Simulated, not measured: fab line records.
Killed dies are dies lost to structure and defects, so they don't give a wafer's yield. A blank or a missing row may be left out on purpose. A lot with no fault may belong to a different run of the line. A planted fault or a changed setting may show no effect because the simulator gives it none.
A lot that was struck, set against a sound lot / flow n5-finfet / 14 steps out of a route of 1938
Sound: wafers L611.2, L611.4, L611.5. Struck: wafers L621.1, L621.3, L621.6. The cause comes at the end.
At each step with rows: each side's tool, then ch and its chambers, then its first start. Under that, the readings that differ: sound wafers / struck wafers / difference of the means / sigmas: that difference in standard deviations of wafers without a fault.
alike: words and numbers the same on both sides, and readings whose means are apart by under 2 such deviations; not compared: readings that were withheld, readings missing a value for some wafer, numbers with overlapping values and no deviation given by the record, and bounds like >300 which may hide the same value.
A row with sigmas, a row that says differs or no value, or rows on one side alone: a step with any of these is where the two part. Numbers that have no deviation but don't overlap get no sigmas and don't part them. A reading that every wafer of one side lacks parts them only if that side has two wafers or more.

first, 1 step without rows for these wafers: N5_BEOL_M13_HARDBAKE_14 (time 120 s).
N5_BEOL_M13_CD_MEAS_10: target cd 190 nm.
  sound on cd-sem-01 ch 0, day 13 10:19; struck on cd-sem-02 ch 0, day 16 11:05
  alike: cd-nm
N5_BEOL_M13_OVL_MEAS_11:
  sound on overlay-02 ch 0, day 13 10:20; struck on overlay-01 ch 0, day 16 11:07
  alike: V12_OVL
N5_BEOL_M13_INSPECT_12: inspects for defects (macro).
  struck on defect-inspect-01, day 16 11:08; sound on defect-inspect-02, day 13 10:22
  alike: raw-defect-count
N5_BEOL_M13_DESCUM_15: chemistry O2, time 7.9 s.
  sound on rie-diel-06 ch 1,2,3, day 13 10:42; struck on rie-diel-05 ch 0,1, day 16 11:10
  alike: drypump-motor-current-A, o2-flow-sccm, oes-product-au, rf-fwd-power-W, rf-vpp-V, showerhead-plenum-p-Torr, temp-c, throttle-valve-pct
  not compared: rf-hours-counter-h
N5_BEOL_M13_ETCH_59: etches BARC in N2/H2, target depth 89 nm, overetch 26.7 nm, time 67.9 s.
  sound on rie-diel-06 ch 1,2,3, day 13 10:44; struck on rie-diel-05 ch 0,1, day 16 11:13
  alike: drypump-motor-current-A, h2-flow-sccm, oes-product-au, rf-fwd-power-W, rf-vpp-V, showerhead-plenum-p-Torr, throttle-valve-pct
  not compared: rf-hours-counter-h
N5_BEOL_M13_VIA_ETCH_16: etches SiOC in C4F8/O2/Ar, target depth 921.7 nm.
  sound on rie-diel-06 ch 1,2,3, day 13 10:47; struck on rie-diel-05 ch 0,1, day 16 11:16
  alike: drypump-motor-current-A, oes-product-au, rf-fwd-power-W, rf-vpp-V, showerhead-plenum-p-Torr, throttle-valve-pct
N5_BEOL_M13_STRIP_63: strips in N2/H2.
  sound on plasma-asher-01 ch 0,1, day 13 11:02; struck on plasma-asher-02 ch 0, day 16 11:29
reading=heater-power-w (W); sound=319 334 329; struck=400 403 389; difference=+70; sigmas=+2
  alike: drypump-motor-current-A, h2-flow-sccm, oes-product-au, strip-time-to-endpoint-s, temp-c
  not compared: rf-hours-counter-h
N5_BEOL_M13_STRIP_64: strips in N2/H2.
  sound on plasma-asher-01 ch 0,1, day 13 11:05; struck on plasma-asher-02 ch 0, day 16 11:33
reading=heater-power-w (W); sound=311 337 332; struck=389 405 391; difference=+68; sigmas=+2
  alike: drypump-motor-current-A, h2-flow-sccm, oes-product-au, strip-time-to-endpoint-s, temp-c
  not compared: rf-hours-counter-h
then, 2 steps without rows for these wafers: N5_BEOL_M13_STRIP_71 (strips in post etch residue remover, time 60 s); N5_BEOL_M13_SRD_72 (time 30 s, dry time 30 s).
N5_BEOL_M13_CD_MEAS_17: target cd 190 nm.
  struck on cd-sem-03, day 16 11:42; sound on cd-sem-02, day 13 11:14
  alike: cd-nm
N5_BEOL_M13_COAT_65: time 60 s, resist thk 350 nm.
  sound on litho-track-04 ch 0, day 13 11:16; struck on litho-track-03 ch 0, day 16 11:44
reading=heater-power-total-W (W); sound=503.2 501.9 497.9; struck=456.6 461.2 461.2; difference=-41.3; sigmas=-23
reading=plate-temp-C (C); sound=250.08 249.67 249.77; struck=232.55 232.63 232.32; difference=-17.34; sigmas=-96
  alike: exhaust-pa
  not compared: model.SOC_of_BEOL_M13_COAT_65.thk-nm
then, 1 step without rows for these wafers: N5_BEOL_M13_COAT_66 (time 60 s, resist thk 110 nm).

WHERE THEY PART
First at N5_BEOL_M13_STRIP_63; last, within this record, at N5_BEOL_M13_COAT_65.

WHY: the cause the simulator had injected
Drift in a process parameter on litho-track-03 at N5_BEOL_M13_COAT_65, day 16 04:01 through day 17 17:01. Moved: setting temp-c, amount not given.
